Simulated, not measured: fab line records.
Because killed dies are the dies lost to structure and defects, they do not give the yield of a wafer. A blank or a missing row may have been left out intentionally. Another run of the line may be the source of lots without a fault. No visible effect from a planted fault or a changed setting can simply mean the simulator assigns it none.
Which tool did it? | flow nandHarc | Sampling: 22 lots, 66 wafers, 3 of 1302 route steps

== WHAT THE GAUGES READ, wafer by wafer ==
NHARC_A_ONON_D2_THK_MEAS_05: measures by ellipsometry.
lot  | measured     | on           | thkNm (nm)
L074 | day 12 18:13 | filmMetro-01 | 1001 1002 1002
L075 | day 12 18:15 | filmMetro-02 | 996 996 996
L076 | day 13 15:56 | filmMetro-02 | 987 987 988
L077 | day 14 00:31 | filmMetro-02 | 1003 1003 1002
L078 | day 14 11:31 | filmMetro-02 | 992 994 991
L081 | day 14 19:12 | filmMetro-02 | 980 983 981
L080 | day 14 19:22 | filmMetro-01 | 1009 1010 1009
L082 | day 15 21:11 | filmMetro-01 | 1006 1004 1005
L084 | day 16 16:46 | filmMetro-01 | 995 996 997
L085 | day 16 19:41 | filmMetro-01 | 1015 1012 1013
L086 | day 17 09:16 | filmMetro-01 | 997 995 995
L088 | day 18 06:55 | filmMetro-01 | 994 994 995
L087 | day 18 06:47 | filmMetro-02 | 995 996 996
L090 | day 19 04:50 | filmMetro-02 | 1002 1001 1001
L089 | day 19 04:39 | filmMetro-02 | 999 998 998
L091 | day 19 17:35 | filmMetro-01 | 1019 1016 1019
L092 | day 20 11:50 | filmMetro-01 | 1000 998 999
L093 | day 20 11:55 | filmMetro-02 | 986 984 985
L094 | day 21 07:43 | filmMetro-02 | 996 996 993
L095 | day 21 07:56 | filmMetro-01 | 1012 1013 1013
L096 | day 21 21:07 | filmMetro-01 | 1009 1009 1009
L097 | day 21 20:58 | filmMetro-02 | 995 995 995

NHARC_A_ONON_D2_THK_MEAS_24: measures by ellipsometry.
lot  | measured     | on           | thkNm (nm)
L074 | day 13 04:55 | filmMetro-02 | 989 989 987
L075 | day 13 04:55 | filmMetro-01 | 1002 1001 1000
L076 | day 14 02:17 | filmMetro-01 | 999 1000 1001
L077 | day 14 10:43 | filmMetro-02 | 983 984 985
L078 | day 14 21:49 | filmMetro-02 | 997 995 997
L081 | day 15 05:45 | filmMetro-01 | 1002 1004 1002
L080 | day 15 05:23 | filmMetro-01 | 997 998 998
L082 | day 16 07:24 | filmMetro-02 | 1005 1003 1006
L084 | day 17 04:47 | filmMetro-02 | 1010 1011 1011
L085 | day 17 04:47 | filmMetro-02 | 1002 1000 999
L086 | day 17 20:06 | filmMetro-02 | 991 990 990
L088 | day 18 18:59 | filmMetro-01 | 987 988 986
L087 | day 18 18:58 | filmMetro-02 | 988 989 988
L090 | day 19 15:10 | filmMetro-01 | 1012 1013 1009
L089 | day 19 15:09 | filmMetro-02 | 1001 1000 1002
L091 | day 20 05:40 | filmMetro-02 | 1008 1008 1009
L092 | day 20 22:40 | filmMetro-01 | 1004 1003 1004
L093 | day 20 22:41 | filmMetro-02 | 996 995 995
L094 | day 21 17:54 | filmMetro-01 | 1012 1009 1011
L095 | day 21 18:06 | filmMetro-02 | 1005 1006 1005
L096 | day 22 07:31 | filmMetro-02 | 994 992 995
L097 | day 22 07:31 | filmMetro-01 | 995 993 992

== WHAT TOOL EACH LOT RAN ON (gives the tool, then ch and the chambers of the sampled wafers, and finally the start) ==
lot  | NHARC_A_DECK1_JOINT_ETCHBACK_07
L074 | rieSi-05 ch 1,2,3, day 11 05:02
L075 | rieSi-01 ch 0,1, day 11 05:02
L076 | rieSi-01 ch 1,2, day 11 22:00
L077 | rieSi-03 ch 1,2,3, day 12 10:05
L078 | rieSi-03 ch 0,2, day 12 15:55
L081 | rieSi-01 ch 0,1, day 13 07:02
L080 | rieSi-05 ch 0,2, day 13 07:04
L082 | rieSi-03 ch 0,1, day 14 04:41
L084 | rieSi-01 ch 0,1, day 14 22:51
L085 | rieSi-03 ch 0,2,3, day 15 07:31
L086 | rieSi-01 ch 0,2,3, day 15 20:35
L088 | rieSi-03 ch 0,3, day 16 19:32
L087 | rieSi-01 ch 0,1,3, day 16 19:35
L090 | rieSi-05 ch 1,2, day 17 15:11
L089 | rieSi-01 ch 0,3, day 17 15:16
L091 | rieSi-05 ch 2,3, day 18 05:22
L092 | rieSi-01 ch 2,3, day 18 21:05
L093 | rieSi-03 ch 1,2, day 19 01:26
L094 | rieSi-03 ch 1,2, day 19 07:50
L095 | rieSi-05 ch 0,1,2, day 19 16:36
L096 | rieSi-05 ch 2,3, day 20 02:59
L097 | rieSi-01 ch 1,2,3, day 20 03:00
- NHARC_A_DECK1_JOINT_ETCHBACK_07: etches the open film in HBr, target depth 105 nm, time 26.9 s.

== AS READ BY THE TOOLS THEMSELVES (means over the sampled wafers that have a number; for cases with no such wafer, the mark the record gives instead) ==
NHARC_A_DECK1_JOINT_ETCHBACK_07.
lot  | tool     | biasW (W) | drypumpMotorCurrentA (A) | oesProductAu (a.u.) | rfFwdPowerW (W) | throttleValvePct (%)
L074 | rieSi-05 | 59.84     | 5.7                      | 1.000               | 346.2           | 23.263
L075 | rieSi-01 | 59.96     | 5.6                      | 0.998               | 346.4           | 23.268
L076 | rieSi-01 | 59.96     | 5.7                      | 1.005               | 344.6           | 23.273
L077 | rieSi-03 | 59.92     | 5.8                      | 1.011               | 344.4           | 23.270
L078 | rieSi-03 | 60.09     | 5.4                      | 1.005               | 344.8           | 23.269
L081 | rieSi-01 | 59.98     | 5.1                      | 0.997               | 345.4           | 23.259
L080 | rieSi-05 | 59.87     | 6.3                      | 0.994               | 344.5           | 23.259
L082 | rieSi-03 | 59.90     | 5.4                      | 1.013               | 343.2           | 23.267
L084 | rieSi-01 | 59.96     | 5.1                      | 1.007               | 344.0           | 23.260
L085 | rieSi-03 | 59.98     | 5.7                      | 1.008               | 345.9           | 23.273
L086 | rieSi-01 | 60.03     | 5.4                      | 1.003               | 344.3           | 23.272
L088 | rieSi-03 | 59.96     | 6.0                      | 1.004               | 345.0           | 23.262
L087 | rieSi-01 | 59.99     | 5.7                      | 1.008               | 343.8           | 23.272
L090 | rieSi-05 | 59.87     | 5.6                      | 0.999               | 345.3           | 23.272
L089 | rieSi-01 | 60.09     | 5.3                      | 0.998               | 342.5           | 23.268
L091 | rieSi-05 | 60.06     | 6.2                      | 0.993               | 346.7           | 23.275
L092 | rieSi-01 | 60.03     | 5.4                      | 1.018               | 343.8           | 23.264
L093 | rieSi-03 | 60.09     | 5.5                      | 1.008               | 346.3           | 23.268
L094 | rieSi-03 | 59.84     | 5.5                      | 1.009               | 345.2           | 23.254
L095 | rieSi-05 | 60.05     | 5.8                      | 0.998               | 345.5           | 23.258
L096 | rieSi-05 | 60.03     | 5.8                      | 0.995               | 345.1           | 23.273
L097 | rieSi-01 | 59.99     | 5.8                      | 1.015               | 343.9           | 23.272

== THE ANSWER, worked out from the rows above alone ==
Rule: usual is defined by the lots themselves. Put in order of their means at a reading, lots are off if they are a third of the lots or fewer, leave a main group of 4 or more, and stand apart from it by a gap of 3 or more times the standard deviation of the main group's means; of several such gaps the widest counts. The tables above print the reading to a certain number of digits; a main group whose means all agree to those digits is not used. Also off: a lot with no number at a reading for which 4 or more lots have one. The other lots that the step has rows for count as sound. The gauges are gone through in route order, then the tools' own readings, and for those a lot's mean is taken as printed above. At the first step where some lot is off, the reading lying furthest off is the one used; lots without a number count as furthest.
No lot is off on any of the readings shown, so nothing can be concluded from this.

== WHAT HAD BEEN PUT IN BY THE SIMULATOR ==
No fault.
